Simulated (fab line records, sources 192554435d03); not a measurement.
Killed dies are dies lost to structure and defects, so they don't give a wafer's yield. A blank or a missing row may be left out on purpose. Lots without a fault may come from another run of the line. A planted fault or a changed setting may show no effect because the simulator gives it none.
Which tool did it? | flow n5_finfet | 9 lots, 27 wafers sampled, at 5 steps of a route of 1938

WHAT THE GAUGES READ, wafer by wafer
N5_BEOL_M4_RC_MEAS_101. Usual: DIBL_N 36.4 mV/V, standard deviation 1.6; DIBL_P 35.9 mV/V, standard deviation 2; IOFF_N 0.152 nA/um, standard deviation 0.03; IOFF_P 0.20 nA/um, standard deviation 0.032; ION_N 670 uA/um, standard deviation 12; ION_P 459 uA/um, standard deviation 7.3; SS_N 71.6 mV/dec, standard deviation 0.55; SS_P 73.2 mV/dec, standard deviation 0.69; VT_N 251 mV, standard deviation 3.5; VT_P -252 mV, standard deviation 3.2.
lot  | measured     | on        | DIBL_N (mV/V)  | DIBL_P (mV/V)  | IOFF_N (nA/um)    | IOFF_P (nA/um) | ION_N (uA/um) | ION_P (uA/um) | SS_N (mV/dec)  | SS_P (mV/dec)  | VT_N (mV)   | VT_P (mV)      | flag
L884 | day 8 00:49  | prober-01 | 35.4 36.6 37.7 | 34.2 36.3 38.0 | 0.131 0.148 0.168 | 0.21 0.23 0.26 | 669 671 678   | 466 463 474   | 70.9 70.6 71.4 | 72.6 73.3 73.8 | 251 251 248 | -247 -247 -246 |
L885 | day 8 03:50  | prober-01 | 36.7 36.5 37.9 | 33.8 35.5 37.1 | 0.139 0.153 0.177 | 0.18 0.22 0.24 | 656 675 671   | 449 461 466   | 71.5 70.7 71.4 | 72.7 72.4 73.3 | 254 249 248 | -253 -250 -248 |
L886 | day 8 05:18  | prober-02 | 38.9 41.3 37.0 | 38.1 39.3 35.2 | 0.199 0.236 0.152 | 0.26 0.28 0.21 | 689 693 676   | 468 476 465   | 71.2 71.6 70.1 | 73.4 74.2 72.7 | 245 246 252 | -249 -244 -249 |
L888 | day 9 05:32  | prober-01 | 37.2 35.7 34.9 | 37.4 35.0 35.2 | 0.177 0.148 0.142 | 0.22 0.19 0.18 | 688 679 678   | 468 459 460   | 72.4 71.9 71.8 | 73.6 72.8 72.6 | 247 251 251 | -248 -252 -250 |
L890 | day 9 13:25  | prober-02 | 34.1 36.5 33.6 | 35.9 38.9 35.0 | 0.137 0.184 0.140 | 0.20 0.24 0.18 | 666 681 674   | 462 467 457   | 71.4 71.9 71.2 | 72.8 73.5 72.2 | 252 246 249 | -251 -252 -256 |
L896 | day 11 09:44 | prober-02 | 35.1 37.5 35.2 | 33.5 37.4 33.9 | 0.128 0.183 0.135 | 0.17 0.23 0.18 | 661 690 678   | 456 469 466   | 71.8 72.6 71.8 | 72.7 74.3 72.1 | 254 247 252 | -253 -249 -250 |
L897 | day 11 01:50 | prober-01 | 37.7 36.0 35.7 | 38.5 35.9 35.7 | 0.175 0.139 0.132 | 0.23 0.19 0.18 | 684 661 671   | 468 456 463   | 73.0 71.8 71.7 | 74.5 73.3 73.7 | 250 253 255 | -248 -254 -251 |
L898 | day 11 20:49 | prober-02 | 38.0 35.8 35.5 | 39.1 35.4 34.2 | 0.190 0.144 0.139 | 0.26 0.18 0.17 | 674 662 668   | 460 455 455   | 71.9 71.7 71.2 | 73.9 73.1 73.3 | 249 249 253 | -248 -255 -255 |
L906 | day 13 23:13 | prober-02 | 35.3 36.3 34.5 | 35.4 35.6 35.5 | 0.135 0.160 0.127 | 0.19 0.20 0.20 | 671 667 664   | 458 452 464   | 71.7 72.3 71.1 | 73.6 73.2 73.2 | 255 253 254 | -253 -252 -251 |

WHICH TOOL RAN EACH LOT (tool, then ch and the chambers of the sampled wafers, then the start)
lot  | N5_SD_EPI_N_STRIP_38                | N5_SD_EPI_P_DESCUM_14             | N5_SD_EPI_P_ETCH_36               | N5_SD_EPI_P_ETCHBACK_46
L884 | plasma_asher-02 ch 0, day 3 04:42   | rie_diel-05 ch 1,2, day 3 08:51   | rie_diel-05 ch 1,2, day 3 08:53   | rie_diel-05 ch 1,2, day 3 09:16
L885 | plasma_asher-01 ch 0,1, day 3 09:26 | rie_diel-05 ch 0,1,2, day 3 13:05 | rie_diel-05 ch 0,1,2, day 3 13:07 | rie_diel-05 ch 0,1,2, day 3 13:31
L886 | plasma_asher-01 ch 0,1, day 3 17:26 | rie_diel-06 ch 0,2, day 3 21:54   | rie_diel-06 ch 0,2, day 3 21:56   | rie_diel-06 ch 0,2, day 3 22:19
L888 | plasma_asher-02 ch 0,1, day 4 01:35 | rie_diel-05 ch 0,1, day 4 05:16   | rie_diel-05 ch 0,1, day 4 05:18   | rie_diel-05 ch 0,1, day 4 05:41
L890 | plasma_asher-02 ch 0,1, day 4 19:11 | rie_diel-06 ch 1,2, day 4 22:58   | rie_diel-06 ch 1,2, day 4 23:01   | rie_diel-06 ch 1,2, day 4 23:35
L896 | plasma_asher-02 ch 0,1, day 6 05:56 | rie_diel-02 ch 1,2,3, day 6 10:05 | rie_diel-02 ch 1,2,3, day 6 10:07 | rie_diel-02 ch 1,2,3, day 6 10:30
L897 | plasma_asher-02 ch 0,1, day 6 08:16 | rie_diel-05 ch 0,2,3, day 6 12:01 | rie_diel-05 ch 0,2,3, day 6 12:03 | rie_diel-05 ch 0,2,3, day 6 12:26
L898 | plasma_asher-01 ch 0,1, day 6 16:07 | rie_diel-05 ch 0,1,2, day 6 21:31 | rie_diel-05 ch 0,1,2, day 6 21:33 | rie_diel-05 ch 0,1,2, day 6 21:56
L906 | plasma_asher-02 ch 0,1, day 8 14:08 | rie_diel-06 ch 0,1,2, day 8 17:47 | rie_diel-06 ch 0,1,2, day 8 17:49 | rie_diel-06 ch 0,1,2, day 8 18:12
- N5_SD_EPI_N_STRIP_38: strips in N2/H2.
- N5_SD_EPI_P_DESCUM_14: chemistry O2, time 7.9 s.
- N5_SD_EPI_P_ETCH_36: etches SiARC in CF4, target depth 45.5 nm, time 75.8 s.
- N5_SD_EPI_P_ETCHBACK_46: etches SiNx in CH3F/O2, stops on SiO2, target depth 17.5 nm.

WHAT THE TOOLS THEMSELVES READ (means of the sampled wafers that have a number; where no wafer has one, the mark that the record gives instead)
N5_SD_EPI_N_STRIP_38. Usual: drypump_motor_current_A 5.7 A, standard deviation 0.7; heater_power_w 308 W, standard deviation 23; oes_product_au 0.763 a.u., standard deviation 0.011.
lot  | tool            | drypump_motor_current_A (A) | heater_power_w (W) | oes_product_au (a.u.) | flag
L884 | plasma_asher-02 | 4.9                         | 275                | 0.771                 |
L885 | plasma_asher-01 | 5.9                         | 332                | 0.752                 |
L886 | plasma_asher-01 | 5.9                         | 332                | 0.753                 |
L888 | plasma_asher-02 | 5.4                         | 292                | 0.772                 |
L890 | plasma_asher-02 | 5.9                         | 302                | 0.762                 |
L896 | plasma_asher-02 | 5.9                         | 299                | 0.760                 |
L897 | plasma_asher-02 | 6.0                         | 298                | 0.771                 |
L898 | plasma_asher-01 | 5.9                         | 329                | 0.773                 |
L906 | plasma_asher-02 | 5.4                         | 293                | 0.770                 |

N5_SD_EPI_P_DESCUM_14. Usual: drypump_motor_current_A 5.6 A, standard deviation 0.36; o2_flow_sccm 224.9 sccm, standard deviation 0.66; oes_product_au 0.76 a.u., standard deviation 0.073; rf_vpp_V 243.6 V, standard deviation 1.3; showerhead_plenum_p_Torr 2.11 Torr, standard deviation 0.069; throttle_valve_pct 20.39 %, standard deviation 0.26.
lot  | tool        | drypump_motor_current_A (A) | o2_flow_sccm (sccm) | oes_product_au (a.u.) | rf_vpp_V (V) | showerhead_plenum_p_Torr (Torr) | throttle_valve_pct (%) | flag
L884 | rie_diel-05 | 5.7                         | 225.1               | 0.82                  | 243.6        | 2.07                            | 20.14                  |
L885 | rie_diel-05 | 5.5                         | 224.2               | 0.78                  | 244.1        | 2.12                            | 20.31                  |
L886 | rie_diel-06 | 5.4                         | 225.2               | 0.73                  | 242.0        | 2.02                            | 20.40                  |
L888 | rie_diel-05 | 5.6                         | 225.4               | 0.77                  | 243.9        | 2.18                            | 20.29                  |
L890 | rie_diel-06 | 6.0                         | 224.4               | 0.79                  | 242.8        | 2.06                            | 20.26                  |
L896 | rie_diel-02 | 5.7                         | 224.7               | 0.77                  | 244.8        | 2.15                            | 20.49                  |
L897 | rie_diel-05 | 5.5                         | 225.4               | 0.74                  | 243.1        | 2.11                            | 20.50                  |
L898 | rie_diel-05 | 5.5                         | 225.0               | 0.76                  | 243.8        | 2.11                            | 20.35                  |
L906 | rie_diel-06 | 5.7                         | 224.5               | 0.75                  | 242.5        | 2.02                            | 20.31                  |

N5_SD_EPI_P_ETCH_36. Usual: bias_w 35.98 W, standard deviation 0.12; drypump_motor_current_A 5.6 A, standard deviation 0.36; etch_rf_on_time_s 74.9 s, standard deviation 1.1; oes_product_au 0.66 a.u., standard deviation 0.064; rf_vpp_V 184.1 V, standard deviation 1.1; showerhead_plenum_p_Torr 2.16 Torr, standard deviation 0.06; throttle_valve_pct 15.63 %, standard deviation 0.25.
lot  | tool        | bias_w (W) | drypump_motor_current_A (A) | etch_rf_on_time_s (s) | oes_product_au (a.u.) | rf_vpp_V (V) | showerhead_plenum_p_Torr (Torr) | throttle_valve_pct (%) | flag
L884 | rie_diel-05 | 35.92      | 5.7                         | 74.3                  | 0.70                  | 183.2        | 2.14                            | 15.42                  |
L885 | rie_diel-05 | 35.87      | 5.5                         | 74.6                  | 0.67                  | 184.6        | 2.18                            | 15.57                  |
L886 | rie_diel-06 | 36.06      | 5.4                         | 75.4                  | 0.63                  | 183.2        | 2.08                            | 15.72                  |
L888 | rie_diel-05 | 35.93      | 5.5                         | 73.4                  | 0.67                  | 184.4        | 2.22                            | 15.50                  |
L890 | rie_diel-06 | 36.04      | 5.9                         | 75.2                  | 0.68                  | 183.9        | 2.13                            | 15.54                  |
L896 | rie_diel-02 | 35.98      | 5.7                         | 75.8                  | 0.66                  | 184.9        | 2.20                            | 15.72                  |
L897 | rie_diel-05 | 35.58      | 5.5                         | 75.5                  | 0.63                  | 183.3        | 2.17                            | 15.75                  | OFF
L898 | rie_diel-05 | 35.47      | 5.5                         | 75.3                  | 0.65                  | 182.5        | 2.17                            | 15.60                  | OFF
L906 | rie_diel-06 | 36.05      | 5.7                         | 75.5                  | 0.66                  | 183.9        | 2.08                            | 15.61                  |

N5_SD_EPI_P_ETCHBACK_46. Usual: drypump_motor_current_A 5.6 A, standard deviation 0.36; oes_product_au 0.65 a.u., standard deviation 0.06; rf_vpp_V 294 V, standard deviation 4.6; showerhead_plenum_p_Torr 2.02 Torr, standard deviation 0.066; throttle_valve_pct 16.36 %, standard deviation 0.25.
lot  | tool        | drypump_motor_current_A (A) | oes_product_au (a.u.) | rf_vpp_V (V) | showerhead_plenum_p_Torr (Torr) | throttle_valve_pct (%) | flag
L884 | rie_diel-05 | 5.7                         | 0.70                  | 293          | 1.99                            | 16.13                  |
L885 | rie_diel-05 | 5.5                         | 0.67                  | 298          | 2.04                            | 16.29                  |
L886 | rie_diel-06 | 5.4                         | 0.63                  | 290          | 1.94                            | 16.38                  |
L888 | rie_diel-05 | 5.6                         | 0.66                  | 298          | 2.09                            | 16.28                  |
L890 | rie_diel-06 | 5.9                         | 0.67                  | 293          | 1.98                            | 16.28                  |
L896 | rie_diel-02 | 5.7                         | 0.66                  | 291          | 2.05                            | 16.46                  |
L897 | rie_diel-05 | 5.5                         | 0.63                  | 296          | 2.02                            | 16.47                  |
L898 | rie_diel-05 | 5.5                         | 0.64                  | 297          | 2.03                            | 16.33                  |
L906 | rie_diel-06 | 5.7                         | 0.65                  | 292          | 1.94                            | 16.29                  |

THE ANSWER, worked out from the rows above alone
Rule: a lot is off if the mean of its wafers that have a number lies more than 3 standard deviations from the usual mean. A lot without any number at a reading at which 4 lots or more have one is off too. The other lots that the step has rows for count as sound. The gauges are gone through in route order, then the tools' own readings, and for those a lot's mean is taken as printed above. The first step at which some lot is off is used, and at that step the reading that is off furthest; a lot without a number counts as furthest.
Off: L897, L898, at N5_SD_EPI_P_ETCH_36 (bias_w).
A tool fits if, at that step or a process step before it, it ran every lot that is off, and no sound lot after the first of them. One fits: rie_diel-05 at N5_SD_EPI_P_DESCUM_14 and N5_SD_EPI_P_ETCH_36. At N5_SD_EPI_P_DESCUM_14 its last sound lot is L888 (day 4 05:16), its first lot that is off L897 (day 6 12:01): a fault that began between those two fits.

WHAT THE SIMULATOR HAD PUT IN
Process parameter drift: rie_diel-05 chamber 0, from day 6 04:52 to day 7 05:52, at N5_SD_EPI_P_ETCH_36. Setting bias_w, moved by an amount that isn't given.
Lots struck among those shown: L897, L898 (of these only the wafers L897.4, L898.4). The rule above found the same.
